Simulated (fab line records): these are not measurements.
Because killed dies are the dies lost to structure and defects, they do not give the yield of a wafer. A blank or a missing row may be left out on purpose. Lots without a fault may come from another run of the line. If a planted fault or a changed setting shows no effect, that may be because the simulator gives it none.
Chamber matching | flow nand harc | rie diel-13 running NHARC_A_BLC_STRIP_29: 4 sister chambers
The step strips in CF4. 4 wafers are shown with their chamber, then 12 later ones without.

EACH WAFER AND ITS CHAMBER
wafer  | chamber | drypump motor current A (A)
L083.5 | 1       | 5.1
L088.3 | 3       | 5.8
L088.4 | 0       | 6.4
L088.6 | 2       | 5.4

WAFERS WITH NO CHAMBER GIVEN
wafer  | drypump motor current A (A)
L089.1 | 5.4
L089.3 | 5.1
L089.6 | 5.1
L093.1 | 6.3
L093.2 | 5.1
L093.6 | 5.1
L095.2 | 6.3
L095.3 | 5.4
L095.4 | 5.7
L094.2 | 5.4
L094.3 | 5.1
L094.6 | 5.1

THE CHAMBER EACH PASSED THROUGH
wafer  | from the rows above | in truth
L089.1 | 2                   | 2
L089.3 | 1                   | 1
L089.6 | 1                   | 1
L093.1 | 0                   | 0
L093.2 | 1                   | 1
L093.6 | 1                   | 1
L095.2 | 0                   | 0
L095.3 | 2                   | 2
L095.4 | 3                   | 3
L094.2 | 2                   | 2
L094.3 | 1                   | 1
L094.6 | 1                   | 1
Correctly placed: 12 of 12. Left unplaced by these rows: 0. Number placed wrongly: 0.
How it was worked out, from the rows above alone: a wafer's distance from a chamber is the root of the sum, over the readings, of the square of ((its reading less the chamber's mean) divided by the reading's scatter). The wafer belongs to the nearest chamber; if the next one is less than 2 further off, it can't be placed. Each chamber's mean is taken over the wafers shown for it. The scatter: root of mean squared gap, hidden wafer to nearest shown wafer, with one shown wafer a chamber.
